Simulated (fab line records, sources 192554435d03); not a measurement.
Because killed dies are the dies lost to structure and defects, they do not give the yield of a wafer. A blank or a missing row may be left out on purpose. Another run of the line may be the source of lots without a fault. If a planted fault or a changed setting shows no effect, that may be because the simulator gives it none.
fab line records -- flow n5Finfet
record lots=6, wafers=18, lastDay=15
route steps=1938 shown BEOL_M12@1636
lots that met no fault: taken from a fault-free run of the same line
startH: start of the lot's first displayed wafer, in hours after the record's first day -- waitH: how many hours have passed since the lot's step before this one -- " repeats the value in the row above -- L1.1+2: several wafers, shown together as one row -- - either no value or no given start -- * or withheld: withheld -- < > ~ a bound
route shown NAME@n: names a module that has steps shown in the file, with the first one's number in the route -- usual: mean and standard deviation over wafers with no fault -- same: alike in all rows -- chamber/n: place in a boat -- sites: the reading at each site -- _std_site: their standard deviation -- _edge_site: mean of outer sites minus mean of inner sites -- radiusMm: how far each site lies from the wafer's centre -- mask NAME#n: copy n -- behind: tool/chamber where the wafer was last shaped -- hold: reason for holding the lot/hours on hold/outcome of the hold -- device: whichever transistor did not switch (one of n, p or np) -- end of line: the same wafers' tests at the end of the route -- where a step has no rows: the recipe by itself -- killed: the dies lost at the first sort to structure and to defects; this is not the yield of the wafer -- map: shows each die of a wafer: x if killed, . if not, _ if none is there
set.NAME: the run value of the setting; set.NAME@STEP: its run value at that earlier step -- model.NAME: the simulator's own value behind a step, which no gauge read
lots seen at some steps along the route; tables by step, rows by wafer
services: when a tool's chamber went out of use (startH, in hours from the record's first day, below 0 if earlier), for how many hours, and the reason
## steps
# step N5_BEOL_M12_ETCH_67
# recipe chemistry=CF4, target=SiARC, targetDepthA=1430, timeS=238.3, ionEnergyEv=80, pressureMtorr=40, sourceW=545, biasW=36, Ar_flow_sccm=100, cf4FlowSccm=100, ends=cleared
# step N5_BEOL_M12_ETCH_68
# recipe chemistry=N2/H2, target=SOC, maskMaterial=SiARC, sourceW=3000, biasW=350, tempC=40, timeS=285, ionEnergyEv=200, pressureMtorr=30, n2FlowSccm=200, h2FlowSccm=200
# step N5_BEOL_M12_STRIP_69
# recipe chemistry=N2/H2, tempC=40, n2FlowSccm=200, h2FlowSccm=200, rfFrequencyHz=6e+07
# step N5_BEOL_M12_TRENCH_ETCH_34
# recipe chemistry=C4F8/O2/Ar, target=SiOC, targetDepthA=3189.5, maskMaterial=SOC, pressureMtorr=30, sourceW=3000, biasW=700, Ar_flow_sccm=400, C4F8_flow_sccm=15, O2_flow_sccm=8, heInnerTorr=15, heOuterTorr=30, timeS=125.5, ionEnergyEv=250
# usual C4F8_flow_sccm=15.00/0.043, drypumpMotorCurrentA=5.6/0.49, oesProductAu=0.85/0.068, rfFwdPowerW=2988/11, rfVppV=664.9/2.1, showerheadPlenumPTorr=3.40/0.075, throttleValvePct=24.20/0.19
lot.wafer,tool,chamber,startH,waitH,C4F8_flow_sccm,drypumpMotorCurrentA,oesProductAu,rfFwdPowerW,rfHoursCounterH,rfVppV,showerheadPlenumPTorr,throttleValvePct
L637.1,rieDiel-03,2,244.43,0.0,15.00,5.8,0.86,2994,67,667.9,3.46,24.07
L637.3,rieDiel-03,1,244.43,0.0,14.95,5.9,0.88,2989,41,663.8,3.31,24.02
L637.5,rieDiel-03,3,244.43,0.0,15.04,5.5,0.94,2993,-,667.3,3.45,23.98
L639.3,rieDiel-05,3,262.18,0.0,14.97,6.1,0.69,3003,232,665.0,3.37,24.39
L639.4,rieDiel-05,0,262.18,0.0,15.02,5.9,0.83,2985,76,663.4,3.34,24.41
L639.6,rieDiel-05,0,262.18,0.0,15.11,5.9,0.84,2993,-,662.5,3.34,24.40
L642.3,rieDiel-03,3,277.89,0.0,15.00,5.5,0.88,2971,22,667.6,3.44,23.98
L642.5,rieDiel-03,3,277.89,0.0,14.98,5.5,0.89,2980,-,666.9,3.44,23.98
L642.6,rieDiel-03,2,277.89,0.0,14.98,5.8,0.85,2988,-,666.6,3.46,24.07
L647.2,rieDiel-03,1,317.15,0.0,14.99,5.9,0.85,2994,63,662.3,3.30,24.04
L647.3,rieDiel-03,2,317.15,0.0,15.02,5.8,0.83,2987,95,665.4,3.45,24.11
L647.4,rieDiel-03,0,317.15,0.0,15.02,6.3,0.88,2995,53,662.2,3.37,24.52
L648.1,rieDiel-05,3,321.84,0.0,15.00,6.1,0.68,3005,250,664.1,3.36,24.40
L648.2,rieDiel-05,1,321.84,0.0,14.92,5.1,0.79,2985,86,664.4,3.43,24.04
L648.3,rieDiel-05,2,321.84,0.0,14.96,4.8,0.70,2980,212,661.4,3.25,24.34
L651.1,rieDiel-03,3,328.89,0.0,14.99,5.5,0.85,2987,39,666.9,3.43,24.00
L651.3,rieDiel-03,1,328.89,0.0,14.99,5.9,0.84,2991,68,661.2,3.29,24.05
L651.4,rieDiel-03,2,328.89,0.0,15.02,5.8,0.83,2993,99,666.6,3.45,24.12
# step N5_BEOL_M12_STRIP_70
# recipe chemistry=C4F8/O2/Ar, resist=SiARC, rfFrequencyHz=6e+07
# step N5_BEOL_M12_OCD_MEAS_35
# usual trenchDepthNm=321/5.3
lot.wafer,tool,chamber,startH,waitH,trenchDepthNm
L637.1,ocd-01,-,244.59,0.0,322
L637.3,ocd-01,-,244.59,0.0,326
L637.5,ocd-01,-,244.59,0.0,319
L639.3,ocd-01,-,262.33,0.0,311
L639.4,ocd-01,-,262.33,0.0,325
L639.6,ocd-01,-,262.33,0.0,326
L642.3,ocd-02,-,278.05,0.0,311
L642.5,ocd-02,-,278.05,0.0,313
L642.6,ocd-02,-,278.05,0.0,324
L647.2,ocd-02,-,317.31,0.0,329
L647.3,ocd-02,-,317.31,0.0,320
L647.4,ocd-02,-,317.31,0.0,323
L648.1,ocd-01,-,321.99,0.0,311
L648.2,ocd-01,-,321.99,0.0,316
L648.3,ocd-01,-,321.99,0.0,320
L651.1,ocd-02,-,329.05,0.0,312
L651.3,ocd-02,-,329.05,0.0,324
L651.4,ocd-02,-,329.05,0.0,319
# step N5_BEOL_M12_STRIP_37
# recipe chemistry=N2/H2, powerW=1000, tempC=250, h2Frac=0.65, overashFraction=0.3, pressureMtorr=withheld, n2FlowSccm=1750, h2FlowSccm=3250
# usual drypumpMotorCurrentA=5.4/0.45, heaterPowerW=338/23, oesProductAu=0.790/0.0098
lot.wafer,tool,chamber,startH,waitH,drypumpMotorCurrentA,heaterPowerW,oesProductAu,rfHoursCounterH
L637.1,plasmaAsher-02,0,244.63,0.0,4.9,324,0.776,122
L637.3,plasmaAsher-02,0,244.63,0.0,4.8,327,0.778,-
L637.5,plasmaAsher-02,1,244.63,0.0,5.5,350,0.802,-
L639.3,plasmaAsher-02,1,262.39,0.1,5.5,351,0.795,-
L639.4,plasmaAsher-02,0,262.39,0.1,4.9,320,0.792,-
L639.6,plasmaAsher-02,1,262.39,0.1,5.5,350,0.789,-
L642.3,plasmaAsher-02,0,278.11,0.1,4.8,323,0.798,-
L642.5,plasmaAsher-02,0,278.11,0.1,4.9,322,0.807,-
L642.6,plasmaAsher-02,1,278.11,0.1,5.5,346,0.779,-
L647.2,plasmaAsher-02,1,317.35,0.0,5.5,354,0.789,140
L647.3,plasmaAsher-02,0,317.35,0.0,4.8,326,0.776,-
L647.4,plasmaAsher-02,1,317.35,0.0,5.5,338,0.791,-
L648.1,plasmaAsher-02,0,322.03,0.0,4.8,334,0.781,142
L648.2,plasmaAsher-02,1,322.03,0.0,5.4,345,0.798,142
L648.3,plasmaAsher-02,0,322.03,0.0,4.9,321,0.793,-
L651.1,plasmaAsher-01,0,329.09,0.0,6.1,306,0.797,81
L651.3,plasmaAsher-01,1,329.09,0.0,5.6,363,0.798,-
L651.4,plasmaAsher-01,0,329.09,0.0,6.1,296,0.803,-
# step N5_BEOL_M12_ETCH_38
# recipe chemistry=CF4/N2, target=SiCN, targetDepthA=687, taperDeg=2, timeS=73.4, ionEnergyEv=150, maskMaterial=SiO2, pressureMtorr=40, sourceW=430, biasW=70, Ar_flow_sccm=100, cf4FlowSccm=60, n2FlowSccm=60
# step N5_BEOL_M12_PRECLEAN_39
# recipe chemistry=residueRemover, timeS=60, tempC=40
# step N5_BEOL_M12_SRD_40
# recipe timeS=30, tempC=23, rinseLiquid=diw, dry=n2Spin, spinRpm=1500, dryTimeS=30
# step N5_BEOL_M12_DEGAS_41
# recipe ambient=vacuum, tempC=250, timeS=60
# usual heaterPowerW=327/30
lot.wafer,tool,chamber,startH,waitH,heaterPowerW
L637.1,pvdSputter-01,-,245.21,0.3,347
L637.3,pvdSputter-01,-,245.21,0.3,327
L637.5,pvdSputter-01,-,245.21,0.3,341
L639.3,pvdSputter-02,-,263.57,0.8,313
L639.4,pvdSputter-02,-,263.57,0.8,344
L639.6,pvdSputter-02,-,263.57,0.8,309
L642.3,pvdSputter-02,-,278.78,0.3,308
L642.5,pvdSputter-02,-,278.78,0.3,304
L642.6,pvdSputter-02,-,278.78,0.3,367
L647.2,pvdSputter-01,-,318.69,0.2,361
L647.3,pvdSputter-01,-,318.69,0.2,267
L647.4,pvdSputter-01,-,318.69,0.2,338
L648.1,pvdSputter-02,-,322.65,0.3,289
L648.2,pvdSputter-02,-,322.65,0.3,360
L648.3,pvdSputter-02,-,322.65,0.3,343
L651.1,pvdSputter-02,-,330.17,0.7,350
L651.3,pvdSputter-02,-,330.17,0.7,305
L651.4,pvdSputter-02,-,330.17,0.7,341
# step N5_BEOL_M12_PRE_CLEAN_42
# recipe gas=H2/He, timeS=30, tempC=250
# usual heaterPowerW=327/30
lot.wafer,tool,chamber,startH,waitH,heaterPowerW
L637.1,pvdSputter-01,-,245.25,0.0,342
L637.3,pvdSputter-01,-,245.25,0.0,339
L637.5,pvdSputter-01,-,245.25,0.0,341
L639.3,pvdSputter-02,-,263.62,0.0,315
L639.4,pvdSputter-02,-,263.62,0.0,344
L639.6,pvdSputter-02,-,263.62,0.0,303
L642.3,pvdSputter-02,-,278.82,0.0,301
L642.5,pvdSputter-02,-,278.82,0.0,307
L642.6,pvdSputter-02,-,278.82,0.0,367
L647.2,pvdSputter-01,-,318.73,0.0,350
L647.3,pvdSputter-01,-,318.73,0.0,276
L647.4,pvdSputter-01,-,318.73,0.0,328
L648.1,pvdSputter-02,-,322.69,0.0,305
L648.2,pvdSputter-02,-,322.69,0.0,367
L648.3,pvdSputter-02,-,322.69,0.0,350
L651.1,pvdSputter-02,-,330.21,0.0,337
L651.3,pvdSputter-02,-,330.21,0.0,304
L651.4,pvdSputter-02,-,330.21,0.0,350
# step N5_BEOL_M12_SPUTTER_43
# recipe material=TaN, targetThkA=150, tempC=50, biasV=168.6, powerW=15000, chamberPressurePa=0.12, timeS=24.19
# usual throttleValvePct=29.6/0.93
lot.wafer,tool,chamber,startH,waitH,throttleValvePct,model.TaN_of_BEOL_M12_SPUTTER_43.thkNm
L637.1,pvdSputter-01,-,245.29,0.0,27.5,14.8
L637.3,pvdSputter-01,-,245.29,0.0,29.4,14.6
L637.5,pvdSputter-01,-,245.29,0.0,27.6,14.8
L639.3,pvdSputter-02,-,263.66,0.0,29.1,15.2
L639.4,pvdSputter-02,-,263.66,0.0,29.4,15
L639.6,pvdSputter-02,-,263.66,0.0,28.8,15.2
L642.3,pvdSputter-02,-,278.86,0.0,30.9,15.4
L642.5,pvdSputter-02,-,278.86,0.0,30.8,15.2
L642.6,pvdSputter-02,-,278.86,0.0,30.4,15
L647.2,pvdSputter-01,-,318.77,0.0,29.9,14.4
L647.3,pvdSputter-01,-,318.77,0.0,29.6,14.8
L647.4,pvdSputter-01,-,318.77,0.0,27.2,14.6
L648.1,pvdSputter-02,-,322.73,0.0,30.9,15.2
L648.2,pvdSputter-02,-,322.73,0.0,30.7,7.6
L648.3,pvdSputter-02,-,322.73,0.0,29.4,7.4
L651.1,pvdSputter-02,-,330.25,0.0,29.5,14.8
L651.3,pvdSputter-02,-,330.25,0.0,31.0,8
L651.4,pvdSputter-02,-,330.25,0.0,29.5,14.8
# step N5_BEOL_M12_SPUTTER_44
# recipe material=Ta, targetThkA=100, tempC=50, biasV=80, powerW=15000, chamberPressurePa=0.07, timeS=16.13
# step N5_BEOL_M12_SPUTTER_45
# recipe material=Cu, targetThkA=800, tempC=-20, biasV=60, powerW=26000, chamberPressurePa=0.13, timeS=13.33
# usual throttleValvePct=29.6/0.94
lot.wafer,tool,chamber,startH,waitH,throttleValvePct
L637.1,pvdSputter-01,-,245.45,0.0,27.3
L637.3,pvdSputter-01,-,245.45,0.0,29.4
L637.5,pvdSputter-01,-,245.45,0.0,27.6
L639.3,pvdSputter-02,-,263.84,0.0,29.0
L639.4,pvdSputter-02,-,263.84,0.0,29.3
L639.6,pvdSputter-02,-,263.84,0.0,28.9
L642.3,pvdSputter-02,-,279.02,0.0,30.8
L642.5,pvdSputter-02,-,279.02,0.0,30.9
L642.6,pvdSputter-02,-,279.02,0.0,30.4
L647.2,pvdSputter-01,-,318.93,0.0,29.4
L647.3,pvdSputter-01,-,318.93,0.0,29.6
L647.4,pvdSputter-01,-,318.93,0.0,27.6
L648.1,pvdSputter-02,-,322.89,0.0,30.7
L648.2,pvdSputter-02,-,322.89,0.0,30.8
L648.3,pvdSputter-02,-,322.89,0.0,29.5
L651.1,pvdSputter-02,-,330.41,0.0,29.6
L651.3,pvdSputter-02,-,330.41,0.0,31.0
L651.4,pvdSputter-02,-,330.41,0.0,29.5
# step N5_BEOL_M12_ECD_47
# recipe material=Cu, targetThkA=7200
# step N5_BEOL_M12_ANNEAL_48
# recipe tempC=225, timeS=90, ambient=N2
# step N5_BEOL_M12_CMP_49
# recipe stopOn=SiOC, tOverpolishS=20.6, downForcePsi=1, platenRpm=50, clearingPlatenDownForcePsi=1.5, clearingPlatenRpm=50, postCmpClean=cuAlkaline, targetThkNm=320, clearingPlatenPadVelocityMS=0.99484, padVelocityMS=0.99484
# usual barrierFieldEndpointS=30.3/1, clearingPlatenRpm=50.005/0.025, motorCurrentA=6.2/0.48, padLifeWafers=997/710
lot.wafer,tool,chamber,startH,waitH,barrierFieldEndpointS,clearingPlatenRpm,motorCurrentA,padLifeWafers
L637.1,cmp-01,0,246.21,0.3,28.5,50.007,6.8,2029
L637.3,cmp-01,1,246.21,0.3,30.9,49.978,6.0,2030
L637.5,cmp-01,3,246.21,0.3,31.8,50.007,6.2,-
L639.3,cmp-02,1,264.48,0.2,30.2,50.012,6.7,98
L639.4,cmp-02,2,264.48,0.2,29.0,50.033,5.5,99
L639.6,cmp-02,0,264.48,0.2,32.0,49.984,6.1,-
L642.3,cmp-03,1,280.05,0.2,29.7,50.033,5.6,1452
L642.6,cmp-03,1,280.05,0.2,30.0,49.989,6.1,-
L642.5,cmp-03,2,280.05,0.2,29.8,50.013,6.3,-
L647.3,cmp-03,2,319.52,0.2,30.1,50.035,6.2,1747
L647.2,cmp-03,3,319.52,0.2,30.1,50.003,5.4,1748
L647.4,cmp-03,0,319.52,0.2,28.7,49.997,7.1,1749
L648.3,cmp-02,1,323.45,0.2,21.5,50.019,7.0,696
L648.1,cmp-02,2,323.45,0.2,30.3,50.046,5.8,697
L648.2,cmp-02,3,323.45,0.2,21.5,49.984,5.8,698
L651.3,cmp-03,1,331.01,0.2,21.9,50.043,5.7,1849
L651.1,cmp-03,2,331.01,0.2,29.9,50.015,6.2,1850
L651.4,cmp-03,3,331.01,0.2,30.9,50.013,5.5,1851
# step N5_BEOL_M12_THK_MEAS_50
# recipe thkMeasGauge=xrf, reads=Cu_of_BEOL_M12_ECD_47
# usual M12_THK=330/6.3
lot.wafer,tool,chamber,startH,waitH,M12_THK[nm]
L637.1,filmMetro-01,-,246.47,-,330
L637.3,filmMetro-01,-,246.47,-,339
L637.5,filmMetro-01,-,246.47,-,331
L639.3,filmMetro-02,-,264.70,-,318
L639.4,filmMetro-02,-,264.70,-,330
L639.6,filmMetro-02,-,264.70,-,337
L642.3,filmMetro-02,-,280.35,-,319
L642.5,filmMetro-02,-,280.35,-,320
L642.6,filmMetro-02,-,280.35,-,329
L647.2,filmMetro-02,-,319.78,-,340
L647.3,filmMetro-02,-,319.78,-,328
L647.4,filmMetro-02,-,319.78,-,329
L648.1,filmMetro-02,-,323.75,-,316
L648.2,filmMetro-02,-,323.75,-,334
L648.3,filmMetro-02,-,323.75,-,333
L651.1,filmMetro-02,-,331.26,-,320
L651.3,filmMetro-02,-,331.26,-,339
L651.4,filmMetro-02,-,331.26,-,327
## services
tool,chamber,startH,hours,kind
cmp-03,-,220.80,0.6,repair
rieDiel-05,-,229.22,0.1,repair
cmp-02,-,235.04,8.3,pm
cmp-02,-,253.42,4.0,pm
cmp-02,-,257.42,-,consumableReplace:conditioner
cmp-02,-,257.42,-,consumableReplace:pad
cmp-01,-,258.31,4.0,pm
plasmaAsher-01,-,258.49,2.8,pm
cmp-01,-,262.31,-,consumableReplace:conditioner
cmp-01,-,262.31,-,consumableReplace:pad
cmp-02,-,263.62,0.2,repair
cmp-02,-,273.23,0.6,repair
cmp-03,-,281.20,3.0,repair
cmp-02,-,285.49,0.8,repair
cmp-03,-,302.98,5.4,pm
pvdSputter-02,-,303.66,4.3,repair
plasmaAsher-01,-,315.17,8.9,repair
cmp-03,-,316.32,1.8,repair
rieDiel-05,3,321.96,-,clean
rieDiel-05,3,321.96,-,consumableReplace:focusRing
## key
firstSign step=N5_BEOL_M12_CMP_49, reading=barrierFieldEndpointS, direction=down, sigmas=8.4, usual=30.3, struck=21.6
effect none on later readings
modelEffect step=N5_BEOL_M12_SPUTTER_43, value=TaN_of_BEOL_M12_SPUTTER_43.thkNm, without=15.07, struck=7.667
metAt N5_BEOL_M12_SPUTTER_43
struckWafers L648.2,L648.3,L651.3
onsetBetween 278.86 322.73
fault kind=processParameterDrift, tool=pvdSputter-02, chamber=-, onsetH=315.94, steps=N5_BEOL_M12_SPUTTER_43, channel=timeS, offset=*, shape=step, endH=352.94, scope=struckWafersOnly, actsIn=*, stated=*
